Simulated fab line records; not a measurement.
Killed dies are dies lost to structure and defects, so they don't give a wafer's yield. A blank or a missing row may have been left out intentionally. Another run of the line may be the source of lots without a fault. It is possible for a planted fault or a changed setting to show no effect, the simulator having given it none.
Which tool was responsible? / flow n5_finfet / 72 wafers sampled from 24 lots at 1 step of a route of 1938

== WHAT EACH GAUGE READ, for each wafer ==
N5_BEOL_M8_INSPECT_13: inspects for defects (brightfield).
lot=L076; measured=day 10 19:02; on=defect_inspect-02; raw_defect_count=349 435 289
lot=L074; measured=day 10 22:55; on=defect_inspect-02; raw_defect_count=451 448 595
lot=L075; measured=day 11 01:31; on=defect_inspect-01; raw_defect_count=452 434 532
lot=L077; measured=day 11 06:38; on=defect_inspect-01; raw_defect_count=364 362 364
lot=L078; measured=day 12 00:08; on=defect_inspect-02; raw_defect_count=514 551 554
lot=L080; measured=day 12 03:33; on=defect_inspect-02; raw_defect_count=312 363 368
lot=L079; measured=day 12 03:43; on=defect_inspect-01; raw_defect_count=315 418 421
lot=L081; measured=day 12 03:53; on=defect_inspect-01; raw_defect_count=314 336 338
lot=L082; measured=day 12 12:34; on=defect_inspect-01; raw_defect_count=462 521 384
lot=L083; measured=day 13 04:48; on=defect_inspect-01; raw_defect_count=616 284 386
lot=L084; measured=day 13 08:12; on=defect_inspect-01; raw_defect_count=343 308 517
lot=L086; measured=day 13 17:46; on=defect_inspect-02; raw_defect_count=512 557 523
lot=L087; measured=day 13 19:09; on=defect_inspect-01; raw_defect_count=389 533 663
lot=L085; measured=day 13 19:20; on=defect_inspect-02; raw_defect_count=575 402 397
lot=L089; measured=day 15 00:31; on=defect_inspect-02; raw_defect_count=391 419 478
lot=L091; measured=day 15 00:40; on=defect_inspect-01; raw_defect_count=275 429 366
lot=L090; measured=day 15 02:05; on=defect_inspect-02; raw_defect_count=538 435 486
lot=L088; measured=day 15 04:37; on=defect_inspect-01; raw_defect_count=377 616 379
lot=L092; measured=day 15 07:20; on=defect_inspect-02; raw_defect_count=424 375 338
lot=L094; measured=day 15 15:37; on=defect_inspect-02; raw_defect_count=363 532 480
lot=L093; measured=day 15 15:55; on=defect_inspect-01; raw_defect_count=214 277 304
lot=L095; measured=day 16 06:58; on=defect_inspect-01; raw_defect_count=289 421 426
lot=L096; measured=day 16 10:40; on=defect_inspect-01; raw_defect_count=408 386 374
lot=L097; measured=day 16 12:28; on=defect_inspect-01; raw_defect_count=326 243 313

== WHAT TOOL EACH LOT RAN ON (gives the tool, then ch and the chambers of the sampled wafers, and finally the start) ==
There is no process step in the record ahead of these readings.

== WHAT THE TOOLS THEMSELVES READ (means of the sampled wafers that have a number; where no wafer has one, the mark that the record gives instead) ==
The record holds no such reading with a usual standard deviation.

== THE ANSWER, worked out from the rows above alone ==
Rule: the usual values come from the lots themselves. The widest of any qualifying gaps counts: lots, ordered by their means at a reading, are off when they make up no more than a third of the lots, leave a main group of 4 or more, and stand apart from it by 3 or more times the standard deviation of that group's means. The tables above print the reading to a certain number of digits; a main group whose means all agree to those digits is not used. Also off: a lot with no number at a reading for which 4 or more lots have one. The other lots that the step has rows for count as sound. Order of review: gauges by route order, followed by the tools' own readings, for which a lot's mean as printed above is used. The first step at which some lot is off is used, and at that step the reading that is off furthest; a lot without a number counts as furthest.
No lot is off on any of the readings shown, so nothing can be concluded from this.

== WHAT THE SIMULATOR HAD INSERTED ==
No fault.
